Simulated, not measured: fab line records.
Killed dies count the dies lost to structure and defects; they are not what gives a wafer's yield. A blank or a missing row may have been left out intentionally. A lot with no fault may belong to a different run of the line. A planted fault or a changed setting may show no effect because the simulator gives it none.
Which tool is to blame? ; flow nand_harc ; 72 wafers from 24 lots sampled at 4 of the route's 1159 steps

== WHAT THE GAUGES SHOWED, per wafer ==
NHARC_A_SGD_CUT_CD_MEAS_09: target cd 100 nm.
lot;measured;on;cd_nm (nm)
L074;day 13 15:22;cd_sem-02;99.5 99.6 99.1
L075;day 14 03:04;cd_sem-02;99.6 99.4 100.4
L076;day 14 02:50;cd_sem-01;99.8 99.7 99.6
L078;day 14 13:26;cd_sem-02;100.4 100.7 100.0
L077;day 14 13:05;cd_sem-03;99.8 100.1 98.6
L079;day 15 23:01;cd_sem-02;99.9 100.6 99.8
L081;day 15 22:32;cd_sem-03;99.7 100.1 99.6
L080;day 16 00:19;cd_sem-02;100.3 100.2 100.4
L082;day 15 22:51;cd_sem-03;99.4 100.5 99.9
L083;day 15 23:32;cd_sem-01;99.1 99.8 99.5
L084;day 16 10:20;cd_sem-01;100.4 101.0 100.1
L087;day 16 21:02;cd_sem-02;100.0 99.7 99.0
L086;day 16 20:51;cd_sem-02;99.1 99.2 99.2
L085;day 17 19:46;cd_sem-01;100.2 100.0 99.5
L088;day 18 01:41;cd_sem-01;99.9 99.7 99.2
L091;day 18 01:54;cd_sem-01;99.8 99.0 99.3
L090;day 18 08:04;cd_sem-03;100.8 100.2 100.5
L089;day 18 08:36;cd_sem-03;99.1 99.2 99.2
L093;day 18 19:43;cd_sem-02;99.9 99.8 100.1
L092;day 18 20:03;cd_sem-03;99.5 100.3 99.5
L094;day 19 14:34;cd_sem-03;99.8 99.7 99.3
L095;day 19 15:49;cd_sem-02;99.3 99.7 99.6
L096;day 19 15:58;cd_sem-02;99.7 99.5 99.5
L097;day 19 14:43;cd_sem-03;100.9 99.9 100.0

NHARC_A_SGD_CUT_OVL_MEAS_10.
lot;measured;on;overlay_x_nm (nm);overlay_y_nm (nm)
L074;day 13 15:26;overlay-02;-0.3 -0.1 -0.5;0.6 0.4 0.1
L075;day 14 03:09;overlay-02;0.2 0.7 0.4;-0.4 -0.1 -0.2
L076;day 14 02:56;overlay-02;-0.4 -0.4 -0.5;-1.8 -1.6 -1.6
L078;day 14 13:32;overlay-02;-0.5 -0.3 -0.3;-0.4 0.5 -0.4
L077;day 14 13:11;overlay-01;-0.1 0.0 0.7;-1.7 -1.6 -1.3
L079;day 15 23:07;overlay-01;-1.7 -1.8 -1.3;0.3 0.6 0.2
L081;day 15 22:37;overlay-01;0.9 0.1 0.3;-0.6 -0.3 -0.3
L080;day 16 00:25;overlay-02;-0.7 -0.7 -0.5;-0.8 -1.5 -0.9
L082;day 15 22:56;overlay-02;0.7 0.8 1.1;1.3 1.6 1.6
L083;day 15 23:38;overlay-01;-0.4 -1.1 -1.1;0.6 0.7 0.4
L084;day 16 10:25;overlay-01;0.5 1.0 0.9;-0.3 0.2 -0.6
L087;day 16 21:07;overlay-02;-0.7 -0.7 -0.2;1.5 1.8 2.0
L086;day 16 20:56;overlay-02;0.4 0.2 0.2;0.4 0.7 0.6
L085;day 17 19:51;overlay-01;1.1 0.5 1.1;0.6 0.3 0.7
L088;day 18 01:47;overlay-02;0.0 0.9 1.1;0.1 0.0 -0.4
L091;day 18 01:59;overlay-01;-0.7 -0.3 -0.6;-0.7 -1.0 -1.0
L090;day 18 08:10;overlay-02;-0.7 -0.2 -0.4;0.3 1.2 0.6
L089;day 18 08:41;overlay-01;0.9 0.9 1.3;1.1 0.5 0.4
L093;day 18 19:48;overlay-02;-0.1 -0.3 -0.1;0.2 -0.3 -0.1
L092;day 18 20:08;overlay-01;0.2 0.4 0.2;0.2 0.0 -0.3
L094;day 19 14:38;overlay-02;-0.7 -0.6 -0.5;0.3 0.3 -0.1
L095;day 19 15:55;overlay-02;0.1 0.9 0.6;-0.1 -0.8 -1.0
L096;day 19 16:04;overlay-01;-0.7 -0.7 -1.1;-0.5 -0.9 -0.9
L097;day 19 14:49;overlay-01;0.1 0.8 0.2;0.0 -0.2 -0.1

== EACH LOT AND THE TOOL THAT RAN IT (in order: tool; ch and the chambers of the sampled wafers; start) ==
lot;NHARC_A_STAIRCASE_ALD_415;NHARC_A_STAIRCASE_ETCHBACK_157
L074;ald_hk-02 ch 0,1, day 11 18:11;rie_diel-09 ch 0,3, day 13 13:10
L075;ald_hk-02 ch 2,3, day 12 05:32;rie_diel-09 ch 1,3, day 14 01:24
L076;ald_hk-03 ch 0,3, day 12 06:36;rie_diel-10 ch 2,3, day 14 01:08
L078;ald_hk-03 ch 0,1, day 12 14:43;rie_diel-10 ch 0,3, day 14 11:28
L077;ald_hk-01 ch 0,2, day 12 19:17;rie_diel-07 ch 0,1,3, day 14 11:20
L079;ald_hk-03 ch 1,2,3, day 13 13:31;rie_diel-09 ch 0,3, day 15 20:37
L081;ald_hk-03 ch 0,1, day 13 18:58;rie_diel-09 ch 0,2, day 15 20:19
L080;ald_hk-03 ch 0,1,2, day 14 00:35;rie_diel-07 ch 0,2,3, day 15 22:39
L082;ald_hk-03 ch 0,1,3, day 14 01:44;rie_diel-07 ch 0,1,2, day 15 20:53
L083;ald_hk-01 ch 0,1,2, day 14 01:49;rie_diel-07 ch 1,2,3, day 15 21:50
L084;ald_hk-03 ch 0,1,2, day 14 05:40;rie_diel-07 ch 1,2, day 16 08:28
L087;ald_hk-03 ch 0,3, day 14 21:41;rie_diel-09 ch 0,1,3, day 16 19:15
L086;ald_hk-03 ch 1,2,3, day 14 22:49;rie_diel-07 ch 0,2,3, day 16 19:06
L085;ald_hk-02 ch 2,3, day 15 22:37;rie_diel-10 ch 0,1,3, day 17 18:04
L088;ald_hk-03 ch 2,3, day 16 02:59;rie_diel-10 ch 1,2,3, day 17 23:54
L091;ald_hk-03 ch 0,2,3, day 16 05:52;rie_diel-10 ch 0,3, day 18 00:08
L090;ald_hk-01 ch 0,1,3, day 16 08:04;rie_diel-10 ch 0,1,2, day 18 06:29
L089;ald_hk-03 ch 0,3, day 16 12:25;rie_diel-10 ch 2,3, day 18 06:54
L093;ald_hk-02 ch 0,1, day 16 18:59;rie_diel-09 ch 1,2,3, day 18 18:11
L092;ald_hk-03 ch 0,2,3, day 16 20:52;rie_diel-09 ch 1,2, day 18 18:22
L094;ald_hk-03 ch 0,1,2, day 17 05:04;rie_diel-07 ch 1,2,3, day 19 12:45
L095;ald_hk-02 ch 0,2,3, day 17 08:17;rie_diel-09 ch 0,2,3, day 19 14:01
L096;ald_hk-01 ch 1,2,3, day 17 12:38;rie_diel-10 ch 1,2,3, day 19 14:08
L097;ald_hk-03 ch 1,2, day 17 15:38;rie_diel-07 ch 0,1,2, day 19 13:03
- NHARC_A_STAIRCASE_ALD_415: deposits SiO2, target thk 30 nm, pulse time 6 s, ald cycles 300.
- NHARC_A_STAIRCASE_ETCHBACK_157: etches the open film in CH3F/O2, target depth 90 nm, time 167.14 s.

== WHAT THE TOOLS THEMSELVES READ (means of the sampled wafers that have a number; where no wafer has one, the mark that the record gives instead) ==
NHARC_A_STAIRCASE_ALD_415.
lot;tool;heater_power_w (W);precursor_pulse_height_rel
L074;ald_hk-02;470;0.987
L075;ald_hk-02;436;1.026
L076;ald_hk-03;477;0.998
L078;ald_hk-03;483;0.998
L077;ald_hk-01;476;0.988
L079;ald_hk-03;483;0.993
L081;ald_hk-03;491;1.009
L080;ald_hk-03;464;1.017
L082;ald_hk-03;471;0.978
L083;ald_hk-01;445;0.988
L084;ald_hk-03;464;0.990
L087;ald_hk-03;480;0.992
L086;ald_hk-03;477;1.022
L085;ald_hk-02;477;0.991
L088;ald_hk-03;453;0.999
L091;ald_hk-03;457;0.988
L090;ald_hk-01;438;1.030
L089;ald_hk-03;474;1.000
L093;ald_hk-02;479;0.999
L092;ald_hk-03;461;1.008
L094;ald_hk-03;461;0.991
L095;ald_hk-02;457;1.013
L096;ald_hk-01;454;0.985
L097;ald_hk-03;460;0.997

NHARC_A_STAIRCASE_ETCHBACK_157.
lot;tool;drypump_motor_current_A (A);oes_product_au (a.u.);rf_vpp_V (V);showerhead_plenum_p_Torr (Torr);throttle_valve_pct (%)
L074;rie_diel-09;5.4;1.00;244.7;2.55;20.659
L075;rie_diel-09;5.1;0.93;243.0;2.40;20.665
L076;rie_diel-10;5.6;0.93;242.5;2.37;20.670
L078;rie_diel-10;5.4;0.96;244.8;2.49;20.661
L077;rie_diel-07;5.8;0.94;246.0;2.53;20.666
L079;rie_diel-09;5.4;0.92;245.7;2.54;20.663
L081;rie_diel-09;6.1;1.00;245.9;2.56;20.667
L080;rie_diel-07;5.7;0.98;245.1;2.54;20.661
L082;rie_diel-07;5.5;0.97;247.1;2.55;20.655
L083;rie_diel-07;5.8;1.00;245.6;2.57;20.659
L084;rie_diel-07;5.5;0.94;245.8;2.58;20.671
L087;rie_diel-09;5.3;1.00;244.2;2.49;20.659
L086;rie_diel-07;5.7;0.99;245.7;2.53;20.652
L085;rie_diel-10;5.4;1.01;244.9;2.50;20.657
L088;rie_diel-10;5.5;1.01;244.4;2.44;20.661
L091;rie_diel-10;5.4;1.01;244.3;2.48;20.661
L090;rie_diel-10;5.5;0.93;243.7;2.43;20.663
L089;rie_diel-10;5.6;0.93;242.3;2.36;20.657
L093;rie_diel-09;5.6;1.00;244.5;2.44;20.666
L092;rie_diel-09;5.5;0.92;243.0;2.39;20.662
L094;rie_diel-07;5.8;1.01;246.9;2.56;20.662
L095;rie_diel-09;5.7;1.00;245.8;2.54;20.655
L096;rie_diel-10;5.5;1.01;242.6;2.43;20.663
L097;rie_diel-07;5.5;1.01;245.2;2.53;20.656

== THE ANSWER, worked out from the rows above alone ==
Rule: the usual values come from the lots themselves. The widest of any qualifying gaps counts: lots, ordered by their means at a reading, are off when they make up no more than a third of the lots, leave a main group of 4 or more, and stand apart from it by 3 or more times the standard deviation of that group's means. A main group is skipped when, at the precision printed for the reading in the tables above, its means are all equal. A lot without any number at a reading at which 4 lots or more have one is off too. The other lots that the step has rows for count as sound. Order of review: gauges by route order, followed by the tools' own readings, for which a lot's mean as printed above is used. The first step at which some lot is off is used, and at that step the reading that is off furthest; a lot without a number counts as furthest.
Across all readings shown, no lot is off: no conclusion can be drawn from this.

== WHAT THE SIMULATOR PUT IN ==
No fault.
